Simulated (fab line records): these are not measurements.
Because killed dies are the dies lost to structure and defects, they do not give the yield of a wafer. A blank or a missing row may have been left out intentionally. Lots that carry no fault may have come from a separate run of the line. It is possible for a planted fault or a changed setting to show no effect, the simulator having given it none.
Which tool was responsible? + flow nand harc + Sampling: 12 lots, 36 wafers, 5 of 1159 route steps

## WHAT THE GAUGES READ, wafer by wafer
NHARC_A_CONTACT_CD_MEAS_69 targets a cd of 200 nm.
| lot  | measured     | on        | cd nm (nm)        |
|------|--------------|-----------|-------------------|
| L475 | day 16 20:31 | cd sem-03 | 199.6 201.4 200.4 |
| L478 | day 17 06:39 | cd sem-01 | 199.4 198.1 198.6 |
| L479 | day 17 14:47 | cd sem-01 | 199.6 199.9 201.0 |
| L480 | day 17 19:32 | cd sem-01 | 199.4 199.4 199.2 |
| L489 | day 19 15:45 | cd sem-01 | 199.9 199.5 198.9 |
| L488 | day 19 16:15 | cd sem-01 | 199.2 199.9 199.6 |
| L490 | day 21 05:02 | cd sem-02 | 200.0 200.9 200.3 |
| L491 | day 21 11:05 | cd sem-02 | 201.2 200.5 201.0 |
| L494 | day 21 17:58 | cd sem-03 | 200.7 200.6 200.2 |
| L495 | day 21 20:56 | cd sem-03 | 200.6 201.0 200.2 |
| L496 | day 22 05:35 | cd sem-01 | 199.7 198.6 199.1 |
| L498 | day 22 15:15 | cd sem-03 | 200.6 200.8 200.9 |

NHARC_END_SORT_01.
| lot  | measured     | on        | killed at array | killed at other | killed at periphery | killed dies | killed open | killed short |
|------|--------------|-----------|-----------------|-----------------|---------------------|-------------|-------------|--------------|
| L478 | day 20 02:50 | prober-01 | 667 667 665     | 0 1 0           | 10 9 12             | 677 677 677 | 1 3 1       | 2 0 3        |
| L479 | day 20 12:46 | prober-01 | 676 674 674     | 0 0 0           | 1 3 3               | 677 677 677 | 3 2 4       | 3 2 1        |
| L489 | day 22 03:38 | prober-02 | 36              | 5               | 6                   | 47          | 2           | 0            |
| L488 | day 22 14:04 | prober-01 | 37 36           | 0 0             | 2 6                 | 39 42       | 2 2         | 5 3          |
| L490 | day 24 01:09 | prober-02 | 46 49 48        | 1 0 1           | 4 0 0               | 51 49 49    | 4 1 1       | 3 1 2        |
| L491 | day 24 01:06 | prober-01 | 18 9 14         | 0 0 0           | 1 3 1               | 19 12 15    | 1 4 1       | 2 1 1        |
| L494 | day 24 17:31 | prober-02 | 13 14 10        | 0 2 2           | 0 2 2               | 13 18 14    | 2 6 1       | 2 1 1        |
| L495 | day 25 01:14 | prober-02 | 27 35           | 0 0             | 1 2                 | 28 37       | 2 5         | 4 1          |
| L496 | day 25 02:11 | prober-01 | 32 28           | 0 1             | 4 7                 | 36 36       | 1 3         | 2 3          |

## EACH LOT AND THE TOOL THAT RAN IT (in order: tool; ch and the chambers of the sampled wafers; start)
| lot  | NHARC_A_CONTACT_ETCH_75            | NHARC_A_CONTACT_ETCH_126             | NHARC_A_CONTACT_ETCH_91            |
|------|------------------------------------|--------------------------------------|------------------------------------|
| L475 | rie diel-04 ch 0,2,3, day 16 20:47 | har cap etch-01 ch 0,1, day 16 22:10 | rie diel-04 ch 0,3, day 16 23:43   |
| L478 | rie diel-04 ch 1,2,3, day 17 06:56 | har cap etch-01 ch 0,1, day 17 08:23 | rie diel-04 ch 1,2, day 17 09:55   |
| L479 | rie diel-04 ch 0,1,2, day 17 15:04 | har cap etch-03 ch 0,1, day 17 16:28 | rie diel-07 ch 0,1,2, day 17 18:01 |
| L480 | rie diel-02 ch 1,2,3, day 17 19:49 | har cap etch-01 ch 0, day 17 21:13   | rie diel-02 ch 0,3, day 17 22:44   |
| L489 | rie diel-02 ch 0,2, day 19 16:01   | har cap etch-03 ch 0,1, day 19 17:27 | rie diel-04 ch 1,2, day 19 18:59   |
| L488 | rie diel-04 ch 1,3, day 19 16:33   | har cap etch-02 ch 0,1, day 19 18:09 | rie diel-02 ch 0,1,3, day 19 19:43 |
| L490 | rie diel-07 ch 0,1,3, day 21 05:19 | har cap etch-03 ch 0,1, day 21 06:48 | rie diel-07 ch 0,1,2, day 21 08:33 |
| L491 | rie diel-07 ch 1,3, day 21 11:22   | har cap etch-03 ch 0, day 21 12:46   | rie diel-04 ch 1,2, day 21 14:18   |
| L494 | rie diel-02 ch 0,1,2, day 21 18:14 | har cap etch-02 ch 0,1, day 21 19:37 | rie diel-07 ch 0,1,3, day 21 21:11 |
| L495 | rie diel-07 ch 0,1,3, day 21 21:16 | har cap etch-03 ch 0,1, day 21 22:40 | rie diel-07 ch 0,3, day 22 00:13   |
| L496 | rie diel-07 ch 0,2,3, day 22 05:55 | har cap etch-01 ch 0,1, day 22 07:20 | rie diel-07 ch 0,1,3, day 22 08:53 |
| L498 | rie diel-07 ch 0,2,3, day 22 15:32 | har cap etch-03 ch 0,1, day 22 16:57 | rie diel-07 ch 0,2,3, day 22 18:28 |
- NHARC_A_CONTACT_ETCH_75: etches the open film in CF4, target depth 39 nm, time 65 s.
- NHARC_A_CONTACT_ETCH_126: etches the open film in C4F8/O2/Ar, time 155 s, target depth 956 nm.
- NHARC_A_CONTACT_ETCH_91: etches the open film in CH3F/O2, target depth 40 nm, time 85.7 s.

## WHAT THE TOOLS THEMSELVES READ (means of the sampled wafers that have a number; where no wafer has one, the mark that the record gives instead)
NHARC_A_CONTACT_ETCH_75.
| lot  | tool        | bias w (W) | cf4 flow sccm (sccm) | drypump motor current A (A) | oes product au (a.u.) | rf vpp V (V) | showerhead plenum p Torr (Torr) | throttle valve pct (%) |
|------|-------------|------------|----------------------|-----------------------------|-----------------------|--------------|---------------------------------|------------------------|
| L475 | rie diel-04 | 100.1      | 149.5                | 5.7                         | 1.006                 | 151.5        | 1.74                            | 13.285                 |
| L478 | rie diel-04 | 100.1      | 150.1                | 6.0                         | 0.996                 | 152.7        | 1.79                            | 13.285                 |
| L479 | rie diel-04 | 99.7       | 149.4                | 5.4                         | 1.000                 | 150.5        | 1.73                            | 13.284                 |
| L480 | rie diel-02 | 100.1      | 149.6                | 5.8                         | 1.001                 | 150.0        | 1.75                            | 13.290                 |
| L489 | rie diel-02 | 100.2      | 150.4                | 5.9                         | 0.995                 | 150.9        | 1.74                            | 13.273                 |
| L488 | rie diel-04 | 99.6       | 149.9                | 6.3                         | 0.991                 | 151.8        | 1.82                            | 13.286                 |
| L490 | rie diel-07 | 99.8       | 149.7                | 5.8                         | 1.001                 | 151.6        | 1.81                            | 13.286                 |
| L491 | rie diel-07 | 100.0      | 150.2                | 6.0                         | 0.996                 | 151.7        | 1.82                            | 13.289                 |
| L494 | rie diel-02 | 99.6       | 150.1                | 6.0                         | 1.002                 | 151.0        | 1.73                            | 13.275                 |
| L495 | rie diel-07 | 99.9       | 150.0                | 5.8                         | 0.996                 | 151.4        | 1.81                            | 13.284                 |
| L496 | rie diel-07 | 99.8       | 150.0                | 5.9                         | 1.000                 | 151.4        | 1.80                            | 13.280                 |
| L498 | rie diel-07 | 100.0      | 149.7                | 5.9                         | 1.000                 | 151.2        | 1.80                            | 13.280                 |

NHARC_A_CONTACT_ETCH_126.
| lot  | tool            | chamber pressure mTorr (mTorr) | oes air line au (a.u.) |
|------|-----------------|--------------------------------|------------------------|
| L475 | har cap etch-01 | 19.988                         | 0.983                  |
| L478 | har cap etch-01 | -                              | -                      |
| L479 | har cap etch-03 | -                              | -                      |
| L480 | har cap etch-01 | 19.999                         | 1.017                  |
| L489 | har cap etch-03 | 19.982                         | 0.987                  |
| L488 | har cap etch-02 | 20.011                         | 1.019                  |
| L490 | har cap etch-03 | 19.998                         | 1.024                  |
| L491 | har cap etch-03 | 19.930                         | 0.961                  |
| L494 | har cap etch-02 | 19.993                         | 1.005                  |
| L495 | har cap etch-03 | 20.009                         | 0.962                  |
| L496 | har cap etch-01 | 20.007                         | 1.033                  |
| L498 | har cap etch-03 | 20.009                         | 0.994                  |

NHARC_A_CONTACT_ETCH_91.
| lot  | tool        | bias w (W) | ch3f flow sccm (sccm) | drypump motor current A (A) | oes product au (a.u.) | rf vpp V (V) | showerhead plenum p Torr (Torr) | throttle valve pct (%) |
|------|-------------|------------|-----------------------|-----------------------------|-----------------------|--------------|---------------------------------|------------------------|
| L475 | rie diel-04 | 100.04     | 49.96                 | 5.4                         | 0.926                 | 243.7        | 2.40                            | 20.669                 |
| L478 | rie diel-04 | 99.81      | 49.92                 | 5.7                         | 0.917                 | 244.4        | 2.47                            | 20.662                 |
| L479 | rie diel-07 | 100.02     | 50.04                 | 5.7                         | 0.937                 | 245.1        | 2.49                            | 20.659                 |
| L480 | rie diel-02 | 99.59      | 49.95                 | 5.5                         | 0.915                 | 244.2        | 2.39                            | 20.667                 |
| L489 | rie diel-04 | 99.77      | 49.82                 | 5.7                         | 0.915                 | 244.0        | 2.42                            | 20.656                 |
| L488 | rie diel-02 | 100.24     | 49.96                 | 5.8                         | 0.995                 | 243.6        | 2.38                            | 20.673                 |
| L490 | rie diel-07 | 100.06     | 49.95                 | 5.7                         | 0.933                 | 244.7        | 2.48                            | 20.657                 |
| L491 | rie diel-04 | 99.87      | 49.95                 | 5.7                         | 0.912                 | 244.9        | 2.46                            | 20.660                 |
| L494 | rie diel-07 | 99.88      | 49.92                 | 5.8                         | 0.931                 | 244.5        | 2.52                            | 20.660                 |
| L495 | rie diel-07 | 99.78      | 50.12                 | 6.0                         | 0.922                 | 245.4        | 2.54                            | 20.676                 |
| L496 | rie diel-07 | 100.07     | 50.06                 | 5.8                         | 0.926                 | 245.7        | 2.51                            | 20.659                 |
| L498 | rie diel-07 | 99.90      | 49.97                 | 5.9                         | 0.932                 | 245.0        | 2.50                            | 20.666                 |

## THE ANSWER, worked out from the rows above alone
Rule: usual is defined by the lots themselves. The widest of any qualifying gaps counts: lots, ordered by their means at a reading, are off when they make up no more than a third of the lots, leave a main group of 4 or more, and stand apart from it by 3 or more times the standard deviation of that group's means. Not used: any main group whose means are identical at the precision the tables above print for the reading. Also off: a lot with no number at a reading for which 4 or more lots have one. The other lots that the step has rows for count as sound. Order of review: gauges by route order, followed by the tools' own readings, for which a lot's mean as printed above is used. At the first step where some lot is off, the reading lying furthest off is the one used; lots without a number count as furthest.
Off, at NHARC_END_SORT_01 on killed at array: L478, L479. The main group: mean 30, standard deviation 12. Neither off nor sound, because the step has no rows for them: L475, L480, L498.
A tool fits if, at a process step before that reading, it ran every lot that is off, and no sound lot after the first of them. Not tried: the gauges at NHARC_END_SORT_01; whatever is off there is also off at NHARC_A_CONTACT_ETCH_126, on other tools, and gauge error can't account for it. None of those tried fits.

## WHAT THE SIMULATOR HAD PUT IN
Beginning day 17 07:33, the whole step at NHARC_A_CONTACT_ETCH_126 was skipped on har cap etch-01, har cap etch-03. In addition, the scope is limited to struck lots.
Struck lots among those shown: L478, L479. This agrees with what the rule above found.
